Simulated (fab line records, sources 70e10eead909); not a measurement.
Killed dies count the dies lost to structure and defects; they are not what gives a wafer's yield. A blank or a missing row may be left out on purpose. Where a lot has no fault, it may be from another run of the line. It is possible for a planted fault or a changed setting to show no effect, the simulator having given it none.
Problem report, 8D (eight disciplines) form, completed by code    flow nandHarc    the parts of the form that need people (team, actions taken, sign-off) are left out

1. WHAT IS WRONG
rawDefectCount at NHARC_A_CONTACT_INSPECT_23 reads a mean of 2369 on 6 wafers of 2 lots; wafers without a fault read 404 with a standard deviation of 100. Measured from the usual mean, that is +20 standard deviations.
First observed at day 20 12:19: wafer L722.3, on defectInspect-01. The record holds 36 wafers of 12 lots with a number at this step. The rule behind "out" and "out of limits": a value lying over 4 standard deviations away from the usual mean. All remaining wafers that have a number are taken as sound.

2. WHAT IT IS, WHAT IT ISN'T
question                     is                                  is not
which readings at this step  rawDefectCount                      -
which lots                   L722, L728                          L710, L713, L714, L717, L718, L719, L721, L724, L725, L732
which wafers of those lots   all that have a number              -
read on which gauges         defectInspect-01, defectInspect-02  -
when                         from day 20 12:19                   up to then (21 sound wafers); but 9 sound wafers of L724, L725, L732 came after

3. WHAT RULES OUT EACH SUSPECT
Counting: any tool at a process step up to the reading is kept as a suspect provided that every lot that is out went through it and no sound lot did after the first of them.
- the gauge at NHARC_A_CONTACT_INSPECT_23: ruled out. The wafers that are out were read on 2 gauges (defectInspect-01, defectInspect-02).
- rieDiel-03 at NHARC_A_CONTACT_ETCH_110 (etches the open film in CF4/O2, target depth 50 nm, overetch 5 nm, time 27.5 s): ruled out as a lasting fault. Sound lots L724, L732 ran on it after its first lot that is out, L722 (day 20 01:20).
- cmp-04 at NHARC_A_CONTACT_CMP_20 (polishes, t overpolish 30 s, target thk 300 nm): kept. Every lot that is out went through it, starting with L722 (day 20 11:56), and after that it ran no sound lot; the last sound lot it ran before then is L721 (day 20 06:56). Its own overpolishRunS, timeToEndpointS readings are out on those wafers.
Left after counting: cmp-04 at NHARC_A_CONTACT_CMP_20.

4. THE CAUSE (what the simulator had put in)
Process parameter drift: cmp-04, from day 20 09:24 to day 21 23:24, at NHARC_A_CONTACT_CMP_20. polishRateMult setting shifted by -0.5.
This tool alone remained once counting was done.

5. SEQUENCE OF EFFECTS, ordered by route
One row per reading whose mean, taken over the struck wafers that have a number, lies over 3 standard deviations from the usual. Only readings for which the record gives a usual standard deviation are gone through. hours: the time from each lot's start at the first step in this table that gives one to its start at this step, as a median over the lots. sigmas: the change in usual standard deviations.
hours  step                        reading          usual     on struck wafers  change   sigmas
0      NHARC_A_CONTACT_CMP_20      overpolishRunS   30.000 s  0.042             -29.958  -99 or more
0      NHARC_A_CONTACT_CMP_20      timeToEndpointS  59 s      117               +58      +18
0      NHARC_A_CONTACT_INSPECT_23  rawDefectCount   404       2369              +1965    +20
53     NHARC_END_SORT_01           killedAtArray    31        646               +615     +56
53     NHARC_END_SORT_01           killedDies       34        648               +614     +51
Process steps it contains:
- NHARC_A_CONTACT_CMP_20: polishes, t overpolish 30 s, target thk 300 nm.

6. HOW IT WOULD HAVE BEEN CAUGHT EARLIER
Counted from the fault's start at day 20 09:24, it took 3 hours until the first out-of-limits reading at a measuring or inspecting step in this record, taken at day 20 12:19.
At NHARC_A_CONTACT_CMP_20, the tool's own readings (overpolishRunS, timeToEndpointS) were out on each struck wafer the step has a row for, so an alarm limit on them would have fired on the first such wafer.
Lots out: 2; of these, L728 started NHARC_A_CONTACT_CMP_20 on cmp-04 after day 20 12:19. A hold on the tool at that time would have spared it.
